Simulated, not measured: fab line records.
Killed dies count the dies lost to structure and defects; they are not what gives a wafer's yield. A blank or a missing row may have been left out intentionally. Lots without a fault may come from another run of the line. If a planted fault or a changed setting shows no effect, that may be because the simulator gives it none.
Chamber matching :: flow n5_finfet :: thermal_cvd_si-01 running N5_HKMG_FIN_CVD_62: 3 sister chambers
The step deposits a-Si from Si2H6, target thk 3 nm, time 20.8 s. 3 wafers are shown with their chamber, then 12 later ones without.

EACH WAFER AND ITS CHAMBER
wafer: L087.4
chamber: 0
heater_power_w (W): 1517

wafer: L089.1
chamber: 2
heater_power_w (W): 1239

wafer: L089.4
chamber: 1
heater_power_w (W): 1321

WAFERS WITHOUT THEIR CHAMBER
wafer: L091.2
heater_power_w (W): 1320

wafer: L091.4
heater_power_w (W): 1322

wafer: L091.6
heater_power_w (W): 1214

wafer: L093.2
heater_power_w (W): 1208

wafer: L093.3
heater_power_w (W): 1496

wafer: L093.4
heater_power_w (W): 1254

wafer: L095.4
heater_power_w (W): 1517

wafer: L095.5
heater_power_w (W): 1221

wafer: L095.6
heater_power_w (W): 1303

wafer: L097.1
heater_power_w (W): 1262

wafer: L097.4
heater_power_w (W): 1305

wafer: L097.5
heater_power_w (W): 1489

WHICH CHAMBER EACH WENT THROUGH
wafer: L091.2
from the rows above: 1
in truth: 1

wafer: L091.4
from the rows above: 1
in truth: 1

wafer: L091.6
from the rows above: 2
in truth: 2

wafer: L093.2
from the rows above: 2
in truth: 2

wafer: L093.3
from the rows above: 0
in truth: 0

wafer: L093.4
from the rows above: 2
in truth: 2

wafer: L095.4
from the rows above: 0
in truth: 0

wafer: L095.5
from the rows above: 2
in truth: 2

wafer: L095.6
from the rows above: 1
in truth: 1

wafer: L097.1
from the rows above: can't be placed: 2 or 1
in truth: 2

wafer: L097.4
from the rows above: 1
in truth: 1

wafer: L097.5
from the rows above: 0
in truth: 0
Placed correctly: 11 of 12. From these rows, 1 cannot be placed; in 1 the true chamber is one of the candidates. Number placed wrongly: 0.
How it was worked out, from the rows above alone: a wafer's distance from a chamber is the root of the sum, over the readings, of the square of ((its reading less the chamber's mean) divided by the reading's scatter). The wafer belongs to the nearest chamber; if the next one is less than 2 further off, it can't be placed. A chamber's mean is the mean of its shown wafers. The scatter (one wafer shown for each chamber): square how far every hidden wafer sits from the nearest shown wafer, average those squares and take the square root.
